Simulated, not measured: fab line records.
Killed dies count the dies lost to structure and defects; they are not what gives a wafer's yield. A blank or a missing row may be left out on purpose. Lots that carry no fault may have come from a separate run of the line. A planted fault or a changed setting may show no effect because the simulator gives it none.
Chamber matching | flow n5-finfet | N5_BEOL_M5_STRIP_19 on rie-diel-04 has 4 sister chambers
The step strips in O2. 4 wafers are shown with their chamber, then 10 later ones without.

WAFERS WITH THEIR CHAMBER
wafer  | chamber | showerhead-plenum-p-Torr (Torr)
L081.2 | 3       | 2.06
L086.2 | 1       | 2.24
L076.3 | 0       | 2.06
L076.4 | 2       | 2.18

WAFERS WITHOUT THEIR CHAMBER
wafer  | showerhead-plenum-p-Torr (Torr)
L076.6 | 2.06
L091.2 | 2.05
L091.5 | 2.06
L091.6 | 2.23
L094.1 | 2.05
L094.2 | 2.18
L094.3 | 2.23
L094.4 | 2.06
L094.5 | 2.18
L094.6 | 2.05

WHICH CHAMBER EACH WENT THROUGH
wafer  | from the rows above     | in truth
L076.6 | can't be placed: 0 or 3 | 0
L091.2 | can't be placed: 0 or 3 | 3
L091.5 | can't be placed: 0 or 3 | 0
L091.6 | 1                       | 1
L094.1 | can't be placed: 0 or 3 | 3
L094.2 | 2                       | 2
L094.3 | 1                       | 1
L094.4 | can't be placed: 0 or 3 | 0
L094.5 | 2                       | 2
L094.6 | can't be placed: 0 or 3 | 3
Placed correctly: 4 of 10. From these rows, 6 cannot be placed; in 6 the true chamber is one of the candidates. Wrongly placed: 0.
How it was worked out, from the rows above alone: a wafer's distance from a chamber is the root of the sum, over the readings, of the square of ((its reading less the chamber's mean) divided by the reading's scatter). If the next closest chamber is less than 2 further off than the closest, the wafer can't be placed; otherwise it belongs to the closest. For every chamber, the mean is computed from those of its wafers that are shown. The scatter (one wafer shown for each chamber): square how far every hidden wafer sits from the nearest shown wafer, average those squares and take the square root.
